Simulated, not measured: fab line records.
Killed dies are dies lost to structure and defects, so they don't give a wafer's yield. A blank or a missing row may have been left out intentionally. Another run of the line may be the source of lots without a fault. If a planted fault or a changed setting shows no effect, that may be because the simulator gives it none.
fab line records | flow nand_harc
[record] lots = 5 | wafers = 15 | last_day = 32
route steps=1302 shown P_GATE@126
lots that met no fault: taken from a fault-free run of the same line
start_h: start of the lot's first displayed wafer, in hours after the record's first day | wait_h: time in hours since the lot's previous step | " unchanged from the row above | L1.1+2: a single row standing in for several wafers | - either no value or no given start | * or withheld: withheld | < > ~ a bound
route shown NAME@n: a module of which the file shows steps, and the number in the route of the first | usual: average and standard deviation across the fault-free wafers | same: alike in all rows | chamber/n: place in a boat | sites: readings site by site | _std_site: the standard deviation of these | _edge_site: outer sites' mean less inner sites' | radius_mm: for every site, how far away it sits from the centre of the wafer | mask NAME#n: copy n | behind: the most recent tool/chamber to have shaped the wafer | hold: cause of the lot's hold/its duration in hours/its outcome | device: transistor that didn't switch, given as n, p or np | end of line: tests run on the same wafers once the route is complete | for a step that has no rows: nothing shown but its recipe | killed: count of dies lost to structure and defects at first sort (not the wafer's yield) | map: a wafer's dies, marking killed ones x, the rest . and places with no die _
set.NAME: setting as actually run; set.NAME@STEP: the setting as run at that earlier step | model.NAME: the simulator's own value behind a step, which no gauge read
lots seen at some steps along the route; tables by step, rows by wafer
services: the hour from which a tool's chamber was out of use, counted from the record's first day as start_h (under 0 if before that day), plus the number of hours and why
[[steps]]
[step NHARC_P_GATE_STRIP_15]
[recipe] time_s = 780 | temp_c = 130 | chemistry = SPM
[step NHARC_P_GATE_PRECLEAN_71]
[recipe] time_s = * | temp_c = 50 | bath_age_min = 0 | chemistry = SC1
[step NHARC_P_GATE_SRD_72]
[step NHARC_P_GATE_OXIDE_16]
[recipe] target_thk_a = 30 | temp_c = 875 | ox_time_s = 392 | material = SiO2
[step NHARC_P_GATE_CVD_17]
[recipe] target_thk_a = 1500 | temp_c = 620 | time_s = 900 | material = poly-Si
[step NHARC_P_GATE_HM_DEP_102]
[recipe] target_thk_a = 1200 | temp_c = 400 | material = aC
[usual] throttle_valve_pct = 35.001/0.0097
lot.wafer | tool       | chamber | start_h | wait_h | throttle_valve_pct
L587.1    | acl_dep-01 | 0       | 142.89  | 2.2    | 35.017
L587.2    | "          | 0       | "       | "      | 34.992
L587.4    | "          | 0       | "       | "      | 35.008
L589.4    | acl_dep-03 | 0       | 166.71  | 3.7    | 35.010
L589.5    | "          | 0       | "       | "      | 35.006
L589.6    | "          | 0       | "       | "      | 35.002
L599.2    | acl_dep-01 | 0       | 261.81  | 1.1    | 34.995
L599.5    | "          | 0       | "       | "      | 35.013
L599.6    | "          | 0       | "       | "      | 34.992
L601.1    | acl_dep-02 | 0       | 292.33  | 3.1    | 35.009
L601.2    | "          | 0       | "       | "      | 35.004
L601.4    | "          | 0       | "       | "      | 34.998
L604.2    | acl_dep-02 | 0       | 313.51  | 2.2    | 34.997
L604.3    | "          | 0       | "       | "      | 35.006
L604.4    | "          | 0       | "       | "      | 34.985
[step NHARC_P_GATE_DEP_103]
[recipe] target_thk_a = 300 | target_thk_nm = 30 | temp_c = 400 | flow_sccm = 200 | rf_w = 350 | material = SiON
[usual] heater_power_outer_w = 438/77 | heater_power_w = 718/120
lot.wafer | tool     | chamber | start_h | wait_h | heater_power_outer_w | heater_power_w
L587.2    | pecvd-01 | 0       | 143.56  | 0.5    | 499                  | 865
L587.1    | "        | 1       | "       | "      | 369                  | 670
L587.4    | "        | 0       | "       | "      | 491                  | 872
L589.4    | pecvd-02 | 2       | 167.14  | 0.3    | 465                  | 732
L589.5    | "        | 0       | "       | "      | 366                  | 577
L589.6    | "        | 1       | "       | "      | 555                  | 871
L599.2    | pecvd-01 | 1       | 262.40  | 0.5    | 442                  | 766
L599.6    | "        | 0       | "       | "      | 543                  | 888
L599.5    | "        | 2       | "       | "      | 285                  | 499
L601.1    | pecvd-02 | 1       | 292.99  | 0.6    | 493                  | 769
L601.2    | "        | 0       | "       | "      | 389                  | 594
L601.4    | "        | 1       | "       | "      | 512                  | 781
L604.2    | pecvd-02 | 2       | 314.07  | 0.5    | 467                  | 728
L604.3    | "        | 1       | "       | "      | 455                  | 750
L604.4    | "        | 2       | "       | "      | 469                  | 739
[step NHARC_P_GATE_DEHYDRATE_18]
[recipe] temp_c = 150 | time_s = 120
[step NHARC_P_GATE_HMDS_19]
[recipe] time_s = 30
[step NHARC_P_GATE_COAT_20]
[recipe] spin_rpm = 1500 | resist_thk_nm = 90
[step NHARC_P_GATE_SOFTBAKE_21]
[recipe] temp_c = 105 | time_s = 55
[step NHARC_P_GATE_EBR_22]
[step NHARC_P_GATE_EXPOSE_23]
[recipe] na = 1.35 | target_cd_nm = 120 | dose_mj = 93.91 | mask_id = P_GATE
lot.wafer  | tool            | chamber | start_h | wait_h | mask
L587.1+2+4 | arfi_scanner-03 | 0       | 144.10  | -      | P_GATE#0
L589.4+5+6 | arfi_scanner-03 | 0       | 167.61  | -      | P_GATE_R1#0
L599.2+5+6 | arfi_scanner-03 | 0       | 262.92  | -      | P_GATE#0
L601.1+2+4 | arfi_scanner-03 | 0       | 293.54  | -      | P_GATE#0
L604.2+3+4 | arfi_scanner-01 | 0       | 314.62  | -      | P_GATE#0
[step NHARC_P_GATE_PEB_24]
[recipe] peb_temp_c = 100 | peb_time_s = 65
[step NHARC_P_GATE_DEVELOP_25]
[recipe] develop_time_s = 35 | dev_temp_c = 23
[step NHARC_P_GATE_CD_MEAS_26]
[recipe] target_cd_nm = 120 | landing_energy_ev = 500
[usual] cd_nm = 119.9/0.54
lot.wafer | tool      | chamber | start_h | wait_h | hold                     | cd_nm
L587.1    | cd_sem-01 | 0       | 144.24  | -      | -                        | 119.7
L587.2    | "         | 0       | "       | "      | -                        | 118.6
L587.4    | "         | 0       | "       | "      | -                        | 121.1
L589.4    | cd_sem-01 | 0       | 167.74  | -      | await_dispo/0.2h/release | 116.7
L589.5    | "         | 0       | "       | "      | await_dispo/0.2h/release | 115.7
L589.6    | "         | 0       | "       | "      | await_dispo/0.2h/release | 116.3
L589.4    | cd_sem-01 | 0       | -       | -      | -                        | 116.3
L589.5    | "         | 0       | "       | "      | -                        | 115.3
L589.6    | "         | 0       | "       | "      | -                        | 116.1
L599.2    | cd_sem-02 | 0       | 263.06  | -      | -                        | 119.9
L599.5    | "         | 0       | "       | "      | -                        | 119.6
L599.6    | "         | 0       | "       | "      | -                        | 120.1
L601.1    | cd_sem-01 | 0       | 293.68  | -      | -                        | 120.4
L601.2    | "         | 0       | "       | "      | -                        | 120.1
L601.4    | "         | 0       | "       | "      | -                        | 120.4
L604.2    | cd_sem-02 | 0       | 314.76  | -      | -                        | 120.2
L604.3    | "         | 0       | "       | "      | -                        | 120.2
L604.4    | "         | 0       | "       | "      | -                        | 119.5
[step NHARC_P_GATE_OVL_MEAS_27]
[usual] overlay_x_nm = 0.2/0.79 | overlay_y_nm = 0.4/0.67
lot.wafer | tool       | chamber | start_h | wait_h | hold                     | overlay_x_nm | overlay_y_nm
L587.1    | overlay-01 | -       | 144.33  | -      | -                        | 0.7          | -0.2
L587.2    | "          | -       | "       | "      | -                        | 0.7          | 0.6
L587.4    | "          | -       | "       | "      | -                        | 0.3          | -0.6
L589.4    | overlay-01 | -       | 172.70  | -      | await_dispo/4.7h/release | -0.2         | 1.9
L589.5    | "          | -       | "       | "      | await_dispo/4.7h/release | -0.3         | 0.7
L589.6    | "          | -       | "       | "      | await_dispo/4.7h/release | -0.3         | 1.1
L599.2    | overlay-01 | -       | 263.15  | -      | -                        | 0.9          | 0.4
L599.5    | "          | -       | "       | "      | -                        | 1.2          | 0.5
L599.6    | "          | -       | "       | "      | -                        | 0.7          | 0.3
L601.1    | overlay-02 | -       | 293.77  | -      | -                        | -0.4         | 0.9
L601.2    | "          | -       | "       | "      | -                        | -1.0         | 0.4
L601.4    | "          | -       | "       | "      | -                        | -0.3         | 1.1
L604.2    | overlay-02 | -       | 314.84  | -      | -                        | 0.5          | 0.9
L604.3    | "          | -       | "       | "      | -                        | 1.3          | 1.3
L604.4    | "          | -       | "       | "      | -                        | 1.1          | 0.8
[step NHARC_P_GATE_INSPECT_28]
[usual] raw_defect_count = 5.9/2.6
lot.wafer | tool              | chamber | start_h | wait_h | raw_defect_count
L587.1    | defect_inspect-01 | -       | 144.37  | 0.0    | 4
L587.2    | "                 | -       | "       | "      | 7
L587.4    | "                 | -       | "       | "      | 3
L589.4    | defect_inspect-01 | -       | 172.74  | 0.0    | 6
L589.5    | "                 | -       | "       | "      | 8
L589.6    | "                 | -       | "       | "      | 6
L599.2    | defect_inspect-01 | -       | 263.18  | 0.0    | 2
L599.5    | "                 | -       | "       | "      | 3
L599.6    | "                 | -       | "       | "      | 5
L601.1    | defect_inspect-02 | -       | 293.80  | 0.0    | 6
L601.2    | "                 | -       | "       | "      | 6
L601.4    | "                 | -       | "       | "      | 6
L604.2    | defect_inspect-02 | -       | 314.88  | 0.0    | 10
L604.3    | "                 | -       | "       | "      | 9
L604.4    | "                 | -       | "       | "      | 10
[step NHARC_P_GATE_DESCUM_31]
[recipe] time_s = 3 | o2_flow_sccm = 200 | ar_flow_sccm = 0 | bias_power_w = 0 | chemistry = O2
[usual] drypump_motor_current_A = 5.8/0.51 | oes_product_au = 0.997/0.01 | rf_vpp_V = 57.9/0.83 | showerhead_plenum_p_Torr = 1.93/0.077 | throttle_valve_pct = 11.310/0.0098
lot.wafer | tool        | chamber | start_h | wait_h | drypump_motor_current_A | oes_product_au | rf_hours_counter_h | rf_vpp_V | showerhead_plenum_p_Torr | throttle_valve_pct | model.P_GATE.cd_nm
L587.1    | rie_diel-13 | 2       | 144.44  | 0.1    | 5.5                     | 0.994          | 7                  | 59.6     | 2.00                     | 11.294             | 119.2
L587.4    | "           | 3       | "       | "      | 5.1                     | 1.023          | 5                  | 57.8     | 1.98                     | 11.309             | 121
L587.2    | "           | 0       | "       | "      | 6.2                     | 0.993          | 6                  | 57.5     | 1.86                     | 11.320             | 118.7
L589.4    | rie_diel-02 | 1       | 172.80  | 0.1    | 5.0                     | 0.994          | 10                 | 58.1     | 1.86                     | 11.313             | 116.6
L589.6    | "           | 0       | "       | "      | 6.6                     | 0.979          | -                  | 57.7     | 1.84                     | 11.319             | 116.2
L589.5    | "           | 1       | "       | "      | 4.9                     | 0.993          | -                  | 57.1     | 1.86                     | 11.303             | 115.8
L599.2    | rie_diel-13 | 2       | 263.24  | 0.1    | 5.5                     | 0.997          | 5                  | 58.5     | 2.00                     | 11.323             | 119.8
L599.6    | "           | 2       | "       | "      | 5.5                     | 1.001          | -                  | 57.4     | 2.00                     | 11.296             | 120.4
L599.5    | "           | 3       | "       | "      | 5.1                     | 1.005          | -                  | 59.3     | 1.97                     | 11.299             | 119.9
L601.1    | rie_diel-09 | 1       | 293.86  | 0.1    | 6.2                     | 0.998          | 9                  | 57.5     | 1.97                     | 11.305             | 119.7
L601.2    | "           | 3       | "       | "      | 6.3                     | 0.994          | 10                 | 58.1     | 1.85                     | 11.309             | 120.4
L601.4    | "           | 0       | "       | "      | 6.4                     | 0.988          | 10                 | 58.5     | 1.83                     | 11.302             | 120.1
L604.2    | rie_diel-02 | 3       | 314.94  | 0.1    | 5.5                     | 0.988          | 4                  | 58.6     | 1.82                     | 11.304             | 119.6
L604.4    | "           | 0       | "       | "      | 6.6                     | 0.975          | 5                  | 58.1     | 1.83                     | 11.300             | 120.1
L604.3    | "           | 1       | "       | "      | 4.9                     | 0.992          | 5                  | 58.3     | 1.86                     | 11.317             | 119.7
[step NHARC_P_GATE_ETCH_104]
[recipe] target_depth_a = 600 | time_s = withheld | cf4_flow_sccm = 100 | chf3_flow_sccm = 30 | ar_flow_sccm = 0 | rf_w = 500 | bias_w = 200 | chemistry = CF4/CHF3
[usual] bias_w = 200.0/0.57 | drypump_motor_current_A = 5.8/0.52 | oes_product_au = 0.952/0.019 | rf_vpp_V = 370.8/2.1 | showerhead_plenum_p_Torr = 1.58/0.059 | throttle_valve_pct = 16.803/0.0092
lot.wafer | tool        | chamber | start_h | wait_h | bias_w | drypump_motor_current_A | oes_product_au | rf_vpp_V | showerhead_plenum_p_Torr | throttle_valve_pct
L587.2    | rie_diel-13 | 3       | 144.51  | 0.1    | 200.4  | 5.1                     | 0.923          | 372.3    | 1.62                     | 16.818
L587.1    | "           | 0       | "       | "      | 199.1  | 6.1                     | 0.939          | 368.1    | 1.53                     | 16.797
L587.4    | "           | 1       | "       | "      | 200.5  | 5.5                     | 0.938          | 372.9    | 1.64                     | 16.814
L589.4    | rie_diel-02 | 2       | 172.89  | 0.1    | 200.7  | 6.2                     | 0.975          | 374.1    | 1.68                     | 16.801
L589.5    | "           | 3       | "       | "      | 200.0  | 5.5                     | 0.970          | 368.6    | 1.50                     | 16.796
L589.6    | "           | 0       | "       | "      | 199.6  | 6.5                     | 0.936          | 370.0    | 1.51                     | 16.805
L599.2    | rie_diel-13 | 0       | 263.33  | 0.1    | 199.2  | 6.2                     | 0.978          | 368.4    | 1.53                     | 16.811
L599.6    | "           | 0       | "       | "      | 199.6  | 6.2                     | 0.990          | 369.9    | 1.53                     | 16.799
L599.5    | "           | 1       | "       | "      | 199.5  | 5.4                     | 0.980          | 371.2    | 1.64                     | 16.809
L601.4    | rie_diel-09 | 1       | 293.95  | 0.1    | 199.8  | 6.2                     | 0.961          | 372.3    | 1.62                     | 16.810
L601.2    | "           | 3       | "       | "      | 199.6  | 6.2                     | 0.971          | 368.8    | 1.53                     | 16.817
L601.1    | "           | 0       | "       | "      | 200.8  | 6.3                     | 0.967          | 368.5    | 1.51                     | 16.798
L604.2    | rie_diel-02 | 2       | 315.02  | 0.1    | 199.5  | 6.2                     | 0.963          | 373.1    | 1.68                     | 16.790
L604.4    | "           | 0       | "       | "      | 200.9  | 6.6                     | 0.934          | 367.9    | 1.51                     | 16.805
L604.3    | "           | 1       | "       | "      | 199.9  | 4.8                     | 0.973          | 369.9    | 1.53                     | 16.791
[step NHARC_P_GATE_HM_OPEN_105]
[recipe] target_depth_a = 3600 | o2_flow_sccm = 400 | cos_flow_sccm = 20 | ar_flow_sccm = 0 | rf_w = 500 | bias_w = 300 | chemistry = O2/COS
[usual] bias_w = 299.8/0.88 | drypump_motor_current_A = 5.8/0.53 | oes_product_au = 0.996/0.011 | rf_vpp_V = 467.5/2.6 | showerhead_plenum_p_Torr = 3.14/0.12 | throttle_valve_pct = 28.330/0.0092
lot.wafer | tool        | chamber | start_h | wait_h | bias_w | drypump_motor_current_A | oes_product_au | rf_hours_counter_h | rf_vpp_V | showerhead_plenum_p_Torr | throttle_valve_pct
L587.4    | rie_diel-13 | 2       | -       | -      | 298.5  | 5.5                     | 1.006          | 7                  | 470.4    | 3.25                     | 28.336
L587.2    | "           | 3       | "       | "      | 300.3  | 5.1                     | 1.017          | 5                  | 468.9    | 3.22                     | 28.310
L587.1    | "           | 0       | "       | "      | 299.6  | 6.1                     | 1.016          | 6                  | 466.0    | 3.05                     | 28.325
L589.4    | rie_diel-02 | 2       | -       | -      | 301.1  | 6.2                     | 0.988          | 11                 | 471.5    | 3.33                     | 28.336
L589.5    | "           | 0       | "       | "      | 300.7  | 6.5                     | 0.978          | -                  | 465.4    | 3.00                     | 28.319
L589.6    | "           | 1       | "       | "      | 300.1  | 4.9                     | 0.993          | -                  | 465.0    | 3.04                     | 28.323
L599.2    | rie_diel-13 | 3       | -       | -      | 299.4  | 5.1                     | 0.997          | 5                  | 467.3    | 3.21                     | 28.345
L599.6    | "           | 2       | "       | "      | 299.1  | 5.5                     | 0.993          | -                  | 468.8    | 3.25                     | 28.316
L599.5    | "           | 3       | "       | "      | 299.8  | 5.1                     | 0.999          | -                  | 467.9    | 3.21                     | 28.321
L601.4    | rie_diel-09 | 3       | -       | -      | 300.5  | 6.3                     | 0.989          | 10                 | 464.8    | 3.03                     | 28.330
L601.1    | "           | 0       | "       | "      | 300.3  | 6.4                     | 0.988          | 10                 | 463.6    | 2.99                     | 28.327
L601.2    | "           | 1       | "       | "      | 299.7  | 6.2                     | 0.993          | 9                  | 469.2    | 3.21                     | 28.335
L604.4    | rie_diel-02 | 1       | -       | -      | 299.9  | 4.9                     | 1.000          | 5                  | 466.4    | 3.04                     | 28.334
L604.2    | "           | 2       | "       | "      | 300.1  | 6.1                     | 0.995          | 5                  | 471.3    | 3.32                     | 28.338
L604.3    | "           | 3       | "       | "      | 298.9  | 5.5                     | 0.973          | 4                  | 463.8    | 2.98                     | 28.335
[step NHARC_P_GATE_STRIP_106]
[recipe] o2_flow_sccm = 400 | cos_flow_sccm = 20 | ar_flow_sccm = 0 | bias_w = 0 | chemistry = O2/COS
[step NHARC_P_GATE_ETCH_114]
[recipe] target_depth_a = 300 | overetch_a = 30 | time_s = 16.5 | ion_energy_ev = 100 | cf4_flow_sccm = 80 | o2_flow_sccm = 20 | ar_flow_sccm = 0 | rf_w = 300 | bias_w = 100 | chemistry = CF4/O2
[usual] bias_w = 99.99/0.25 | drypump_motor_current_A = 5.8/0.53 | oes_o_777_au = 1.000/0.0048 | oes_product_au = 0.996/0.01 | rf_vpp_V = 198.0/1.3 | showerhead_plenum_p_Torr = 1.34/0.053 | throttle_valve_pct = 13.397/0.0099
lot.wafer | tool        | chamber | start_h | wait_h | bias_w | drypump_motor_current_A | oes_o_777_au | oes_product_au | rf_hours_counter_h | rf_vpp_V | showerhead_plenum_p_Torr | throttle_valve_pct | model.P_GATE.cd_nm
L587.4    | rie_diel-13 | 1       | -       | -      | 100.03 | 5.4                     | 1.007        | 1.019          | 5                  | 198.4    | 1.39                     | 13.415             | 119.9
L587.1    | "           | 2       | "       | "      | 99.95  | 5.5                     | 0.996        | 0.999          | 7                  | 198.9    | 1.39                     | 13.391             | 122.1
L587.2    | "           | 0       | "       | "      | 100.18 | 6.2                     | 1.002        | 1.012          | 6                  | 196.7    | 1.30                     | 13.411             | 121.8
L589.4    | rie_diel-02 | 3       | -       | -      | 99.82  | 5.5                     | 0.998        | 1.002          | 10                 | 198.2    | 1.27                     | 13.412             | 115.7
L589.5    | "           | 0       | "       | "      | 100.45 | 6.5                     | 1.002        | 0.981          | -                  | 196.4    | 1.28                     | 13.393             | 114
L589.6    | "           | 1       | "       | "      | 100.00 | 4.9                     | 0.996        | 1.003          | -                  | 198.6    | 1.30                     | 13.402             | 115.4
L599.2    | rie_diel-13 | 2       | -       | -      | 100.20 | 5.5                     | 0.992        | 0.990          | 5                  | 198.6    | 1.39                     | 13.396             | 120.9
L599.5    | "           | 1       | "       | "      | 100.43 | 5.5                     | 1.006        | 0.998          | -                  | 199.1    | 1.39                     | 13.400             | 120.6
L599.6    | "           | 2       | "       | "      | 100.00 | 5.5                     | 1.007        | 0.995          | -                  | 199.3    | 1.39                     | 13.408             | 120.5
L601.4    | rie_diel-09 | 3       | -       | -      | 100.24 | 6.3                     | 0.998        | 1.002          | 10                 | 199.0    | 1.29                     | 13.400             | 118.4
L601.1    | "           | 0       | "       | "      | 99.81  | 6.3                     | 0.997        | 0.976          | 10                 | 197.3    | 1.28                     | 13.385             | 117.8
L601.2    | "           | 1       | "       | "      | 100.16 | 6.2                     | 1.001        | 0.998          | 9                  | 199.3    | 1.37                     | 13.387             | 121.4
L604.2    | rie_diel-02 | 1       | -       | -      | 99.80  | 4.9                     | 0.996        | 1.000          | 5                  | 197.2    | 1.30                     | 13.390             | 116.6
L604.4    | "           | 2       | "       | "      | 100.26 | 6.2                     | 1.003        | 0.999          | 5                  | 199.7    | 1.42                     | 13.406             | 117.1
L604.3    | "           | 3       | "       | "      | 100.30 | 5.5                     | 0.995        | 0.980          | 4                  | 196.6    | 1.27                     | 13.411             | 118.8
[step NHARC_P_GATE_ETCH_32]
[recipe] target_depth_a = 1500 | over_etch_frac = 1 | over_etch_ion_energy_ev = 40 | time_s = 100.1 | hbr_flow_sccm = 150 | cl2_flow_sccm = 50 | rf_w = 400 | icp_w = 400 | bias_w = 100 | chemistry = HBr/Cl2
[usual] bias_w = 100.03/0.29 | drypump_motor_current_A = 5.8/0.46 | oes_product_au = 1.002/0.012 | throttle_valve_pct = 26.406/0.01
lot.wafer | tool      | chamber | start_h | wait_h | bias_w | drypump_motor_current_A | oes_product_au | rf_hours_counter_h | throttle_valve_pct
L587.2    | rie_si-05 | 1       | 144.89  | -      | 99.52  | 5.4                     | 1.008          | 0.0                | 26.407
L587.1    | "         | 2       | "       | "      | 99.79  | 5.8                     | 1.003          | 0.0                | 26.388
L587.4    | "         | 0       | "       | "      | 100.48 | 5.8                     | 1.017          | 0.0                | 26.398
L589.4    | rie_si-05 | 0       | 173.30  | -      | 100.86 | 5.9                     | 1.033          | 0.1                | 26.422
L589.5    | "         | 1       | "       | "      | 100.47 | 5.4                     | 1.008          | -                  | 26.423
L589.6    | "         | 2       | "       | "      | 99.96  | 5.8                     | 1.018          | -                  | 26.392
L599.2    | rie_si-03 | 0       | 263.71  | -      | 100.08 | 5.7                     | 0.990          | 0.3                | 26.413
L599.6    | "         | 0       | "       | "      | 100.21 | 5.8                     | 1.000          | -                  | 26.400
L599.5    | "         | 1       | "       | "      | 100.15 | 5.4                     | 1.003          | -                  | 26.404
L601.4    | rie_si-05 | 1       | 294.33  | -      | 99.83  | 5.4                     | 1.016          | 1.1                | 26.395
L601.1    | "         | 2       | "       | "      | 99.90  | 5.7                     | 1.023          | 1.1                | 26.412
L601.2    | "         | 3       | "       | "      | 100.64 | 6.4                     | 1.002          | 1.0                | 26.404
L604.3    | rie_si-05 | 0       | 315.40  | -      | 99.75  | 5.9                     | 1.007          | 0.0                | 26.393
L604.4    | "         | 1       | "       | "      | 99.92  | 5.4                     | 1.001          | 0.0                | 26.397
L604.2    | "         | 3       | "       | "      | 100.31 | 6.4                     | 1.010          | 0.0                | 26.390
[[services]]
tool            | chamber | start_h | hours | kind
rie_diel-13     | 3       | 121.84  | 8.2   | repair
rie_si-05       | -       | 128.00  | 9.0   | pm
pecvd-01        | -       | 130.00  | 13.0  | pm
acl_dep-01      | -       | 133.89  | 1.7   | repair
rie_diel-09     | -       | 143.10  | 9.0   | pm
acl_dep-02      | -       | 146.57  | 4.4   | repair
rie_diel-13     | -       | 165.00  | 9.0   | pm
pecvd-02        | 0       | 172.39  | 6.7   | repair
rie_diel-02     | 2       | 176.32  | 5.1   | repair
acl_dep-01      | -       | 190.09  | 13.0  | pm
rie_si-05       | 0       | 194.31  | 9.0   | repair
arfi_scanner-03 | -       | 197.76  | 4.0   | pm
rie_diel-02     | -       | 216.79  | 9.0   | pm
rie_diel-09     | 1       | 225.27  | 7.2   | repair
pecvd-02        | -       | 227.49  | 13.0  | pm
arfi_scanner-03 | -       | 232.41  | 0.8   | repair
rie_diel-02     | -       | 245.40  | 0.6   | repair
acl_dep-02      | -       | 247.96  | 13.0  | pm
rie_diel-09     | 2       | 248.53  | 4.6   | repair
rie_diel-13     | 0       | 251.41  | 1.9   | repair
rie_diel-13     | 3       | 279.35  | 7.7   | repair
rie_diel-09     | 2       | 297.16  | 7.6   | repair
rie_si-05       | -       | 305.00  | 9.0   | pm
rie_diel-13     | 0       | 314.81  | 3.6   | repair
[[key]]
[first_sign] step = NHARC_P_GATE_EXPOSE_23 | reading = mask | direction = changed
[effect] step = NHARC_P_GATE_CD_MEAS_26 | reading = visit | direction = added
[effect] step = NHARC_P_GATE_CD_MEAS_26 | reading = cd_nm | direction = down | sigmas = 6.7 | usual = 119.9 | struck = 116.2
[model_effect] step = NHARC_P_GATE_DESCUM_31 | value = P_GATE.cd_nm | without = 119.8 | struck = 116.2
[model_effect] step = NHARC_P_GATE_ETCH_114 | value = P_GATE.cd_nm | without = 118.6 | struck = 115
met_at NHARC_P_GATE_EXPOSE_23
struck_wafers L589.4,L589.5,L589.6
tester_left_out L589
onset_between 144.10 167.61
[fault] kind = wrong_mask | tool = any | chamber = - | onset_h = 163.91 | steps = NHARC_P_GATE_EXPOSE_23 | aux_copy = P_GATE_R1#0 | cd_offset_nm = -3.591 | scope = struck_lots_only
// tester_left_out: of these lots the tester's yield and bins aren't shown, on N5 and GAA mostly nor the transistor test; their killed dies are dies lost to structure and defects alone, not to doping, threshold or leakage, so they don't give the yield
